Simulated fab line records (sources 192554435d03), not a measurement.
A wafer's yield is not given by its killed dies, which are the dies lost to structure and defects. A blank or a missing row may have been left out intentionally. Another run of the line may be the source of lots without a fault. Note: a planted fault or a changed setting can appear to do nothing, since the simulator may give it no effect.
fab line records    flow n5_finfet
record: lots: 10  wafers: 29  last_day: 18
route steps=1938 shown BEOL_M4@1072 PASSIVATION@1936
lots with no fault: from the same line, run without faults
start_h: the number of hours between the record's first day and the start of the first shown wafer of the lot    wait_h: hours elapsed since this lot's preceding step    " identical to the entry in the row above    L1.1+2: several wafers, shown together as one row    - value missing, or start not given    * or withheld: withheld    < > ~ a bound
route shown NAME@n: NAME is a module with steps in the file, n the number in the route of the first one    usual: average and standard deviation across the fault-free wafers    same: alike in all rows    chamber/n: place in a boat    sites: the reading at each site    _std_site: how widely they spread, as a standard deviation    _edge_site: outer sites' mean less inner sites'    radius_mm: for every site, how far away it sits from the centre of the wafer    mask NAME#n: copy n    behind: tool/chamber where the wafer was last shaped    hold: why the lot went on hold/how many hours it stayed there/how the hold came to an end    device: the transistor (n, p or np) that didn't switch    end of line: the tests these same wafers got at the end of their route    a step given without rows: its recipe and nothing more    killed: dies lost to structure and defects at the first sort, not the wafer's yield    map: per-die view of a wafer (x killed, . not killed, _ where there is no die)
set.NAME: the run value of the setting; set.NAME@STEP: its run value at that earlier step    model.NAME: the simulator's own value behind a step, which no gauge read
one table for each step of the route and one row for each wafer, over a sample of lots
services: a tool's chamber out of use, with start hour (start_h, from the record's first day; less than 0 if before it), hours out, and reason
== steps ==
step: N5_BEOL_M4_STRIP_97
recipe: chemistry: N2/H2  time_s: 10  power_w: 450  temp_c: 40  pressure_mtorr: 20  rf_frequency_hz: 6e+07  bias_power_w: 7  n2_flow_sccm: 200  h2_flow_sccm: 200
usual: drypump_motor_current_A: 6.0/0.33  oes_product_au: 0.78/0.081  rf_vpp_V: 59.2/0.9  showerhead_plenum_p_Torr: 2.56/0.079  throttle_valve_pct: 23.6/0.32
lot.wafer  tool         chamber  start_h  wait_h  drypump_motor_current_A  oes_product_au  rf_hours_counter_h  rf_vpp_V  showerhead_plenum_p_Torr  throttle_valve_pct
L250.1     rie_diel-04  1        -        -       5.9                      0.86            61                  57.7      2.48                      23.8
L250.2     "            3        "        "       5.4                      0.95            19                  59.6      2.49                      23.7
L250.6     "            1        "        "       5.9                      0.86            -                   57.9      2.48                      23.8
L256.1     rie_diel-02  1        -        -       5.3                      0.78            135                 59.5      2.44                      23.5
L256.2     "            0        "        "       5.8                      0.71            234                 57.9      2.49                      23.7
L256.6     "            1        "        "       5.3                      0.78            -                   59.3      2.44                      23.5
L257.1     rie_diel-04  2        -        -       6.5                      0.70            204                 59.9      2.52                      24.0
L257.3     "            1        "        "       5.9                      0.82            72                  58.4      2.48                      23.8
L257.4     "            3        "        "       5.3                      0.92            31                  58.1      2.48                      23.7
L261.1     rie_diel-03  0        -        -       6.3                      0.74            193                 58.8      2.63                      24.0
L261.2     "            1        "        "       6.1                      0.85            39                  59.4      2.57                      23.6
L261.3     "            2        "        "       6.0                      0.73            204                 58.0      2.63                      23.4
L262.2     rie_diel-02  3        -        -       6.3                      0.69            219                 58.7      2.51                      23.3
L262.5     "            2        "        "       5.7                      0.67            -                   59.6      2.62                      24.2
L262.6     "            1        "        "       5.3                      0.77            -                   59.1      2.43                      23.6
L263.2     rie_diel-03  2        -        -       6.0                      0.72            215                 59.8      2.62                      23.4
L263.3     "            1        "        "       6.1                      0.85            49                  60.6      2.57                      23.6
L263.6     "            3        "        "       6.1                      0.80            -                   60.7      2.67                      23.2
L269.4     rie_diel-03  3        -        -       6.0                      0.79            120                 60.6      2.66                      23.2
L269.6     "            2        "        "       6.0                      0.71            -                   59.1      2.62                      23.4
L270.3     rie_diel-04  3        -        -       5.3                      0.87            63                  59.5      2.47                      23.8
L270.4     "            1        "        "       5.9                      0.81            103                 57.3      2.46                      23.9
L270.6     "            0        "        "       6.0                      0.84            -                   60.7      2.46                      23.1
L271.1     rie_diel-03  0        -        -       6.3                      0.72            217                 58.7      2.62                      24.0
L271.2     "            1        "        "       6.1                      0.82            62                  60.5      2.56                      23.6
L271.6     "            0        "        "       6.3                      0.72            -                   59.5      2.62                      24.0
L272.1     rie_diel-02  1        -        -       5.3                      0.74            176                 58.6      2.42                      23.6
L272.3     "            2        "        "       5.7                      0.66            232                 58.3      2.61                      24.2
L272.6     "            0        "        "       5.8                      0.96            -                   58.1      2.48                      23.4
step: N5_BEOL_M4_ALD_84
recipe: material: TaN  target_thk_a: *  temp_c: 275  ald_precursor_family: PDMAT  ald_co_reactant: NH3  pressure_torr: 3  carrier_flow_sccm: 1500  pulse_time_s: 2  purge_time_s: 3  co_reactant_purge_time_s: 2  co_reactant_pulse_time_s: 3  ald_cycles: 30  precursor_vessel_temp_c: 75  precursor_vessel_pressure_torr: 26.25  precursor_vessel_carrier_sccm: 1000
usual: heater_power_w: 397/15
lot.wafer  tool          chamber  start_h  wait_h  heater_power_w
L250.1     ald_metal-01  0        190.17   0.2     407
L250.2     "             2        "        "       388
L250.6     "             2        "        "       388
L256.1     ald_metal-04  2        218.21   0.1     394
L256.2     "             0        "        "       419
L256.6     "             0        "        "       411
L257.1     ald_metal-04  0        227.16   0.1     414
L257.3     "             3        "        "       437
L257.4     "             1        "        "       388
L261.1     ald_metal-01  1        254.68   0.0     395
L261.2     "             3        "        "       403
L261.3     "             2        "        "       372
L262.2     ald_metal-04  0        274.34   0.0     413
L262.5     "             0        "        "       417
L262.6     "             1        "        "       382
L263.2     ald_metal-03  3        284.27   0.0     379
L263.3     "             2        "        "       413
L263.6     "             1        "        "       378
L269.4     ald_metal-04  0        307.20   0.1     423
L269.6     "             1        "        "       383
L270.3     ald_metal-04  1        313.71   0.2     372
L270.4     "             1        "        "       376
L270.6     "             2        "        "       394
L271.1     ald_metal-04  2        323.32   0.2     391
L271.2     "             0        "        "       412
L271.6     "             2        "        "       403
L272.1     ald_metal-03  1        323.46   0.1     376
L272.3     "             3        "        "       379
L272.6     "             1        "        "       392
step: N5_BEOL_M4_ANNEAL_49
recipe: temp_c: 400  time_s: 240  ambient: vacuum
usual: heater_power_w: 910/130
lot.wafer  tool            chamber  start_h  wait_h  heater_power_w
L250.1     pvd_sputter-01  -        192.41   0.0     869
L250.2     "               -        "        "       950
L250.6     "               -        "        "       950
L256.1     pvd_sputter-01  -        218.81   0.0     870
L256.2     "               -        "        "       715
L256.6     "               -        "        "       734
L257.1     pvd_sputter-01  -        228.18   0.0     948
L257.3     "               -        "        "       876
L257.4     "               -        "        "       757
L261.1     pvd_sputter-03  -        255.28   0.0     1109
L261.2     "               -        "        "       1012
L261.3     "               -        "        "       868
L262.2     pvd_sputter-03  -        276.39   0.0     1143
L262.5     "               -        "        "       902
L262.6     "               -        "        "       887
L263.2     pvd_sputter-02  -        284.90   0.0     1108
L263.3     "               -        "        "       887
L263.6     "               -        "        "       1108
L269.4     pvd_sputter-01  -        307.71   0.0     875
L269.6     "               -        "        "       872
L270.3     pvd_sputter-03  -        316.10   0.0     893
L270.4     "               -        "        "       981
L270.6     "               -        "        "       996
L271.1     pvd_sputter-03  -        323.91   0.0     1118
L271.2     "               -        "        "       887
L271.6     "               -        "        "       1141
L272.1     pvd_sputter-01  -        325.71   0.0     750
L272.3     "               -        "        "       952
L272.6     "               -        "        "       777
step: N5_BEOL_M4_SPUTTER_79
recipe: material: Cu  target_thk_a: 45  temp_c: -20  chamber_pressure_pa: 0.07  power_w: withheld  time_s: 8.29
usual: chamber_pressure_pa: 0.07002/0.00014  throttle_valve_pct: 30.1/1
lot.wafer  tool            chamber  start_h  wait_h  chamber_pressure_pa  throttle_valve_pct
L250.1     pvd_sputter-01  -        192.55   0.1     0.06989              30.9
L250.2     "               -        "        "       0.06991              29.7
L250.6     "               -        "        "       0.06996              29.6
L256.1     pvd_sputter-01  -        218.95   0.1     0.06989              31.3
L256.2     "               -        "        "       0.06997              29.0
L256.6     "               -        "        "       0.06994              28.9
L257.1     pvd_sputter-01  -        228.32   0.1     0.07016              29.6
L257.3     "               -        "        "       0.07002              31.0
L257.4     "               -        "        "       0.07511              28.6
L261.1     pvd_sputter-03  -        255.42   0.1     0.0699               29.7
L261.2     "               -        "        "       0.07018              31.0
L261.3     "               -        "        "       0.07015              29.4
L262.2     pvd_sputter-03  -        276.53   0.1     0.06984              29.5
L262.5     "               -        "        "       0.07008              29.1
L262.6     "               -        "        "       0.07003              31.7
L263.2     pvd_sputter-02  -        285.04   0.1     0.0701               30.2
L263.3     "               -        "        "       0.06991              29.8
L263.6     "               -        "        "       0.06993              30.2
L269.4     pvd_sputter-01  -        307.85   0.1     0.06988              31.2
L269.6     "               -        "        "       0.06981              31.4
L270.3     pvd_sputter-03  -        316.24   0.1     0.07002              28.9
L270.4     "               -        "        "       0.07003              31.2
L270.6     "               -        "        "       0.07006              31.1
L271.1     pvd_sputter-03  -        324.05   0.1     0.06998              29.8
L271.2     "               -        "        "       0.07015              29.1
L271.6     "               -        "        "       0.0704               29.9
L272.1     pvd_sputter-01  -        325.85   0.1     0.07001              30.0
L272.3     "               -        "        "       0.07005              29.6
L272.6     "               -        "        "       0.07013              29.2
step: N5_BEOL_M4_RC_MEAS_101
usual: DIBL_N: 36.1/1.9  DIBL_P: 36.4/2.5  IOFF_N: 0.16/0.036  IOFF_P: 0.22/0.038  ION_N: 672/11  ION_P: 462/8  SS_N: 71.6/0.68  SS_P: 73.3/0.77  VT_N: 250/3.3  VT_P: -250/3.6
lot.wafer  tool       chamber  start_h  wait_h  DIBL_N[mV/V]  DIBL_P[mV/V]  IOFF_N[nA/um]  IOFF_P[nA/um]  ION_N[uA/um]  ION_P[uA/um]  SS_N[mV/dec]  SS_P[mV/dec]  VT_N[mV]  VT_P[mV]
L250.1     prober-02  0        195.19   0.0     36.0          37.4          0.15           0.20           672           462           71.8          72.7          253       -249
L250.2     "          0        "        "       37.3          39.0          0.18           0.24           677           466           72.3          73.0          248       -245
L250.6     "          0        "        "       34.0          34.3          0.12           0.16           667           459           70.9          72.2          255       -253
L256.1     prober-01  0        222.05   0.0     36.7          37.6          0.18           0.25           683           469           72.4          73.7          249       -246
L256.2     "          0        "        "       35.2          34.0          0.14           0.19           671           462           72.2          72.9          251       -253
L256.6     "          0        "        "       36.3          36.4          0.17           0.23           680           468           71.4          73.7          247       -248
L257.1     prober-02  0        231.09   0.0     37.7          36.8          0.17           0.23           684           466           71.6          72.6          249       -252
L257.3     "          0        "        "       37.1          37.5          0.16           0.24           676           464           71.7          72.6          248       -245
L257.4     "          0        "        "       33.0          32.3          0.10           0.18           658           465           70.5          71.5          254       -252
L261.1     prober-01  0        258.05   0.0     38.7          39.9          0.19           0.30           674           465           72.4          74.5          250       -245
L261.2     "          0        "        "       36.9          36.2          0.15           0.23           667           461           72.3          73.8          251       -248
L261.3     "          0        "        "       39.0          39.8          0.20           0.28           693           476           72.3          74.2          247       -243
L262.2     prober-01  0        279.38   0.2     36.3          36.3          0.15           0.21           649           448           71.2          73.1          252       -251
L262.5     "          0        "        "       37.1          38.0          0.18           0.23           688           463           72.0          73.9          247       -251
L262.6     "          0        "        "       34.0          34.8          0.12           0.18           645           452           71.3          73.1          257       -253
L263.2     prober-02  0        287.89   0.2     32.7          33.9          0.12           0.17           649           456           71.4          72.4          253       -253
L263.3     "          0        "        "       35.0          36.7          0.13           0.19           659           456           71.4          72.8          255       -253
L263.6     "          0        "        "       34.2          36.0          0.14           0.18           674           461           71.5          73.4          252       -254
L269.4     prober-01  0        310.98   0.5     33.9          32.8          0.14           0.20           669           474           71.3          71.6          251       -247
L269.6     "          0        "        "       34.4          35.4          0.14           0.23           675           474           71.8          73.3          252       -244
L270.3     prober-02  0        319.21   0.3     36.8          36.3          0.16           0.22           688           470           71.9          73.3          249       -249
L270.4     "          0        "        "       36.6          34.5          0.15           0.20           669           459           71.0          73.1          253       -250
L270.6     "          0        "        "       33.1          31.4          0.10           0.15           654           459           70.5          72.1          255       -255
L271.1     prober-02  0        326.95   0.0     32.3          33.4          0.13           0.16           667           454           70.2          72.0          253       -254
L271.2     "          0        "        "       33.8          34.3          0.15           0.17           667           457           70.9          71.7          252       -254
L271.6     "          0        "        "       34.3          33.7          0.15           0.16           660           449           72.2          72.4          254       -255
L272.1     prober-01  0        328.62   0.0     36.8          36.1          0.15           0.17           663           446           71.7          73.0          253       -254
L272.3     "          0        "        "       36.1          33.4          0.13           0.14           655           442           71.0          71.8          256       -258
L272.6     "          0        "        "       36.7          35.1          0.14           0.16           660           445           72.1          73.0          255       -257
step: N5_PASSIVATION_PROBE_49
usual: defect_limited_yield: 91.2/1.4  killed_at_M0_to_M3: 34/11  killed_at_M4_up: 14/6.3  killed_at_contacts: 13/7.4  killed_at_front_end: 38/11  killed_at_other: 4.3/2.9  killed_dies: 103/17  killed_open: 68/12  killed_short: 34/8  sort_bin_5_function: 5.1/0.9  sort_bin_6_memory: 3.3/0.66  sort_n_pass: 1077/17  sort_yield_pct: 91.2/1.4
same: gross_dies: 1180  killed_at_back_side: 0  sort_bin_4_leakage[%]: 0  sort_bin_8_speed[%]: 0
lot.wafer  tool       chamber  start_h  wait_h  defect_limited_yield[%]  killed_at_M0_to_M3  killed_at_M4_up  killed_at_contacts  killed_at_front_end  killed_at_other  killed_dies  killed_open  killed_short  sort_bin_5_function[%]  sort_bin_6_memory[%]  sort_n_pass  sort_yield_pct[%]
L256.1     prober-02  -        332.77   0.0     89.2                     30                  20               21                  52                   5                128          93           35            6.0                     4.5                   1052         89.2
L256.2     prober-02  -        332.82   0.1     89.6                     17                  30               14                  60                   2                123          88           35            6.4                     3.6                   1057         89.6
L256.6     prober-02  -        333.02   0.3     86.9                     43                  23               22                  65                   1                154          108          46            7.4                     4.7                   1026         86.9
L257.1     prober-02  -        334.48   0.0     93.1                     24                  2                10                  42                   4                82           51           25            3.8                     2.6                   1098         93.1
L257.3     prober-02  -        334.58   0.1     90.8                     31                  24               9                   39                   6                109          70           38            6.4                     2.5                   1071         90.8
L257.4     prober-02  -        334.63   0.2     92.3                     43                  11               6                   25                   6                91           57           31            4.2                     2.8                   1089         92.3
L262.2     prober-02  -        383.00   0.1     91.4                     32                  15               15                  33                   7                102          57           43            5.8                     2.7                   1078         91.4
L262.5     prober-02  -        383.15   0.2     91.6                     22                  14               17                  40                   6                99           71           26            5.5                     2.6                   1081         91.6
L262.6     prober-02  -        383.20   0.3     90.8                     47                  14               20                  26                   1                108          62           45            5.8                     3.2                   1072         90.8
L270.3     prober-02  -        430.55   0.1     90.8                     49                  18               2                   38                   2                109          72           37            5.6                     3.3                   1071         90.8
L270.4     prober-02  -        430.60   0.2     90.9                     52                  12               13                  28                   2                107          72           35            5.7                     3.3                   1073         90.9
L270.6     prober-02  -        430.70   0.3     89.5                     56                  13               6                   46                   3                124          89           35            5.6                     4.4                   1056         89.5
L272.1     prober-01  -        439.94   0.0     91.0                     30                  22               12                  37                   5                106          72           31            5.1                     3.6                   1074         91.0
L272.3     prober-01  -        440.04   0.1     92.4                     30                  12               9                   33                   6                90           59           29            4.2                     3.2                   1090         92.4
L272.6     prober-01  -        440.19   0.3     88.9                     55                  14               13                  46                   3                131          87           43            6.7                     4.2                   1049         88.9
killed by level:class
L256.1 MOL_CONTACT_COAG:geometric_particle:open=18 STI_FIN_REVEAL:geometric_particle:open=16 BEOL_M4:geometric_particle:open=8 FIN_SAQP:geometric_particle:open=7 BEOL_M0_SAQP:geometric_particle:open=7 STI_FIN_REVEAL:geometric_particle:short=5 GATE_CUT:geometric_particle:short=5 BEOL_M0_SAQP:geometric_particle:short=5
L256.2 STI_FIN_REVEAL:geometric_particle:open=23 MOL_CONTACT_COAG:geometric_particle:open=12 BEOL_M4:geometric_particle:open=10 FIN_SAQP:geometric_particle:short=9 FIN_SAQP:geometric_particle:open=8 BEOL_M5:geometric_particle:open=6 STI_FIN_REVEAL:geometric_particle:short=4 ILD0:geometric_particle:short=4
L256.6 MOL_CONTACT_COAG:geometric_particle:open=19 FIN_SAQP:geometric_particle:open=12 STI_FIN_REVEAL:geometric_particle:open=12 BEOL_M1:geometric_particle:open=12 FIN_SAQP:geometric_particle:short=11 BEOL_M4:geometric_particle:open=10 BEOL_M3:geometric_particle:open=9 GATE_CUT:geometric_particle:short=7
L257.1 FIN_SAQP:geometric_particle:open=11 FIN_SAQP:geometric_particle:short=9 MOL_CONTACT_COAG:geometric_particle:open=7 BEOL_M1:geometric_particle:open=7 BEOL_M3:geometric_particle:open=6 BEOL_M2:geometric_particle:open=5 HKMG_FIN:area_etch=5 STI_FIN_REVEAL:geometric_particle:short=3
L257.3 MOL_CONTACT_COAG:geometric_particle:open=9 BEOL_M1:geometric_particle:open=8 FIN_SAQP:geometric_particle:open=7 BEOL_M5:geometric_particle:open=7 STI_FIN_REVEAL:geometric_particle:open=7 BEOL_M1:geometric_particle:short=6 BEOL_M2:geometric_particle:open=6 FIN_SAQP:geometric_particle:short=5
L257.4 BEOL_M1:geometric_particle:open=10 BEOL_M3:geometric_particle:open=8 GATE_CUT:geometric_particle:short=7 MOL_CONTACT_COAG:geometric_particle:open=6 BEOL_M1:geometric_particle:short=6 BEOL_M0_SAQP:geometric_particle:short=5 BEOL_M0_SAQP:geometric_particle:open=5 FIN_SAQP:geometric_particle:open=4
L262.2 MOL_CONTACT_COAG:geometric_particle:open=12 BEOL_M0_SAQP:geometric_particle:short=9 BEOL_M4:geometric_particle:open=7 BEOL_M0_SAQP:geometric_particle:open=6 GATE_CUT:geometric_particle:short=5 STI_FIN_REVEAL:geometric_particle:open=4 ILD0:geometric_particle:short=4 BEOL_M3:geometric_particle:open=4
L262.5 MOL_CONTACT_COAG:geometric_particle:open=13 STI_FIN_REVEAL:geometric_particle:open=9 DUMMY_GATE:geometric_particle:open=8 BEOL_M3:geometric_particle:open=6 STARTING-WAFER:geometric_particle:open=5 FIN_SAQP:geometric_particle:short=4 BEOL_M0_SAQP:geometric_particle:open=4 MOL_CONTACT_COAG:geometric_particle:short=4
L262.6 BEOL_M0_SAQP:geometric_particle:short=22 MOL_CONTACT_COAG:geometric_particle:open=17 BEOL_M0_SAQP:geometric_particle:open=14 BEOL_M4:geometric_particle:open=8 FIN_SAQP:geometric_particle:open=7 BEOL_M4:geometric_particle:short=5 FIN_SAQP:geometric_particle:short=4 BEOL_M1:geometric_particle:open=4
L270.3 BEOL_M0_SAQP:geometric_particle:short=15 BEOL_M4:geometric_particle:open=13 BEOL_M1:geometric_particle:open=11 BEOL_M3:geometric_particle:open=9 STI_FIN_REVEAL:geometric_particle:open=8 FIN_SAQP:geometric_particle:open=7 FIN_SAQP:geometric_particle:short=5 STI_FIN_REVEAL:geometric_particle:short=4
L270.4 BEOL_M0_SAQP:geometric_particle:short=14 MOL_CONTACT_COAG:geometric_particle:open=12 BEOL_M3:geometric_particle:open=12 BEOL_M1:geometric_particle:open=9 FIN_SAQP:geometric_particle:short=7 BEOL_M0_SAQP:geometric_particle:open=7 BEOL_M4:geometric_particle:open=7 BEOL_M2:geometric_particle:open=5
L270.6 BEOL_M0_SAQP:geometric_particle:short=17 BEOL_M0_SAQP:geometric_particle:open=16 STI_FIN_REVEAL:geometric_particle:open=15 FIN_SAQP:geometric_particle:open=14 BEOL_M4:geometric_particle:open=11 BEOL_M2:geometric_particle:open=10 MOL_CONTACT_COAG:geometric_particle:open=6 BEOL_M1:geometric_particle:open=5
L272.1 STI_FIN_REVEAL:geometric_particle:open=12 BEOL_M0_SAQP:geometric_particle:open=11 MOL_CONTACT_COAG:geometric_particle:open=10 BEOL_M4:geometric_particle:open=10 BEOL_M0_SAQP:geometric_particle:short=7 BEOL_M2:geometric_particle:open=4 FIN_SAQP:geometric_particle:short=4 BEOL_M0:geometric_particle:open=4
L272.3 STI_FIN_REVEAL:geometric_particle:open=15 BEOL_M0_SAQP:geometric_particle:short=10 MOL_CONTACT_COAG:geometric_particle:open=8 BEOL_M0_SAQP:geometric_particle:open=8 BEOL_M4:geometric_particle:open=7 FIN_SAQP:geometric_particle:short=5 DUMMY_GATE:geometric_particle:open=4 BEOL_M3:geometric_particle:open=4
L272.6 BEOL_M0_SAQP:geometric_particle:short=18 BEOL_M0_SAQP:geometric_particle:open=15 MOL_CONTACT_COAG:geometric_particle:open=11 STI_FIN_REVEAL:geometric_particle:open=10 FIN_SAQP:geometric_particle:open=9 BEOL_M4:geometric_particle:open=8 FIN_SAQP:geometric_particle:short=7 BEOL_M2:geometric_particle:open=5
== services ==
tool            chamber  start_h  hours  kind
ald_metal-03    -        168.27   0.3    repair
ald_metal-03    2        180.93   5.6    repair
rie_diel-03     0        194.66   6.5    repair
rie_diel-04     2        203.66   6.9    repair
rie_diel-03     2        220.87   7.1    repair
rie_diel-04     -        222.30   2.8    pm
pvd_sputter-02  -        227.10   2.2    repair
rie_diel-04     2        258.80   4.2    repair
pvd_sputter-01  -        259.00   8.8    repair
rie_diel-02     0        264.33   -      clean
rie_diel-02     0        264.33   -      consumable_replace:focus_ring
rie_diel-02     0        264.33   21.2   scheduled_down
rie_diel-02     0        264.33   21.2   vent_cycle
ald_metal-01    2        279.26   3.6    repair
ald_metal-03    -        280.11   2.8    pm
ald_metal-04    3        286.38   24.5   repair
rie_diel-03     -        288.99   0.2    repair
rie_diel-02     2        291.05   9.1    repair
ald_metal-04    1        293.91   1.8    repair
ald_metal-03    2        310.80   16.9   repair
ald_metal-04    3        312.15   4.0    repair
== key ==
first_sign: step: N5_BEOL_M4_SPUTTER_79  reading: chamber_pressure_pa  direction: up  sigmas: 35  usual: 0.07002  struck: 0.07511
effect none on later readings
met_at N5_BEOL_M4_SPUTTER_79
struck_lots L257
struck_wafers L257.4
not_acting_at N5_BEOL_M4_STRIP_97,N5_BEOL_M4_ALD_84,N5_BEOL_M4_ANNEAL_49
fault: kind: process_parameter_drift  tool: pvd_sputter-01  chamber: -  onset_h: 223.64  steps: N5_BEOL_M4_SPUTTER_79  channel: chamber_pressure_pa  offset: 0.0050809  shape: step  end_h: 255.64  acts_in: these_recipes_only  stated: 0.07  scope: struck_wafers_only
